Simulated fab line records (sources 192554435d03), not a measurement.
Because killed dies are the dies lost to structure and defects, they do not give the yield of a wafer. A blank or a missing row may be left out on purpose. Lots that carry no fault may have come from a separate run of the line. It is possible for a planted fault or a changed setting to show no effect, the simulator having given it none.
Chamber matching | flow n5Finfet | 4 sister chambers for N5_FIN_CUT_CUT_ETCH_26 on rieDiel-04
The step etches SiNx in CH3F/O2, target depth 39 nm, time 55.7 s. 4 wafers are shown with their chamber, then 9 later ones without.

EACH WAFER AND ITS CHAMBER
wafer  | chamber | drypumpMotorCurrentA (A)
L084.5 | 1       | 5.4
L087.2 | 2       | 6.4
L091.4 | 3       | 5.7
L091.6 | 0       | 5.9

WAFERS WITHOUT THEIR CHAMBER
wafer  | drypumpMotorCurrentA (A)
L093.3 | 5.7
L093.4 | 5.9
L093.6 | 5.3
L095.2 | 5.4
L095.4 | 5.9
L095.6 | 5.7
L096.1 | 5.3
L096.5 | 5.4
L096.6 | 6.4

EACH ONE'S CHAMBER
wafer  | from the rows above | in truth
L093.3 | 3                   | 3
L093.4 | 0                   | 0
L093.6 | 1                   | 1
L095.2 | 1                   | 1
L095.4 | 0                   | 0
L095.6 | 3                   | 3
L096.1 | 1                   | 1
L096.5 | 1                   | 1
L096.6 | 2                   | 2
9 of 9 placed correctly. From these rows, 0 cannot be placed. 0 placed wrongly.
How it was worked out, from the rows above alone: a wafer's distance from a chamber is the root of the sum, over the readings, of the square of ((its reading less the chamber's mean) divided by the reading's scatter). If the next closest chamber is less than 2 further off than the closest, the wafer can't be placed; otherwise it belongs to the closest. The mean given for a chamber averages the wafers shown for that chamber. The scatter (one wafer shown for each chamber): square how far every hidden wafer sits from the nearest shown wafer, average those squares and take the square root.
